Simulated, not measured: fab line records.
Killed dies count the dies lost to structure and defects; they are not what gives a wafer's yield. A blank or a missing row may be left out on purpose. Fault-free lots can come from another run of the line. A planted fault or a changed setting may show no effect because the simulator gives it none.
Chamber matching + flow n5-finfet + N5_BEOL_M1_DESCUM_33 on rie-diel-01: 4 sister chambers
The step chemistry O2, time 7 s. 4 wafers are shown with their chamber, then 12 later ones without.

## EACH WAFER AND ITS CHAMBER
| wafer  | chamber | showerhead-plenum-p-Torr (Torr) |
|--------|---------|---------------------------------|
| L086.3 | 1       | 2.18                            |
| L088.3 | 0       | 2.13                            |
| L088.4 | 3       | 1.92                            |
| L088.6 | 2       | 2.10                            |

## WAFERS WITH NO CHAMBER GIVEN
| wafer  | showerhead-plenum-p-Torr (Torr) |
|--------|---------------------------------|
| L089.2 | 2.10                            |
| L089.5 | 1.92                            |
| L089.6 | 2.12                            |
| L090.1 | 1.92                            |
| L090.5 | 2.12                            |
| L090.6 | 1.92                            |
| L095.4 | 1.91                            |
| L095.5 | 1.91                            |
| L095.6 | 2.12                            |
| L096.2 | 2.12                            |
| L096.4 | 2.10                            |
| L096.6 | 2.18                            |

## THE CHAMBER EACH PASSED THROUGH
| wafer  | from the rows above     | in truth |
|--------|-------------------------|----------|
| L089.2 | 2                       | 2        |
| L089.5 | 3                       | 3        |
| L089.6 | can't be placed: 0 or 2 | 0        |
| L090.1 | 3                       | 3        |
| L090.5 | can't be placed: 0 or 2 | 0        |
| L090.6 | 3                       | 3        |
| L095.4 | 3                       | 3        |
| L095.5 | 3                       | 3        |
| L095.6 | can't be placed: 0 or 2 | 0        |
| L096.2 | can't be placed: 0 or 2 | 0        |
| L096.4 | 2                       | 2        |
| L096.6 | 1                       | 1        |
Placed correctly: 8 of 12. Can't be placed from these rows: 4 (the true chamber is among the candidates in 4). Wrongly placed: 0.
How it was worked out, from the rows above alone: a wafer's distance from a chamber is the root of the sum, over the readings, of the square of ((its reading less the chamber's mean) divided by the reading's scatter). The wafer belongs to the nearest chamber; if the next one is less than 2 further off, it can't be placed. Each chamber's mean is taken over the wafers shown for it. The scatter: with one shown wafer a chamber, the root of the mean of the squares of how far each hidden wafer lies from its nearest shown one.
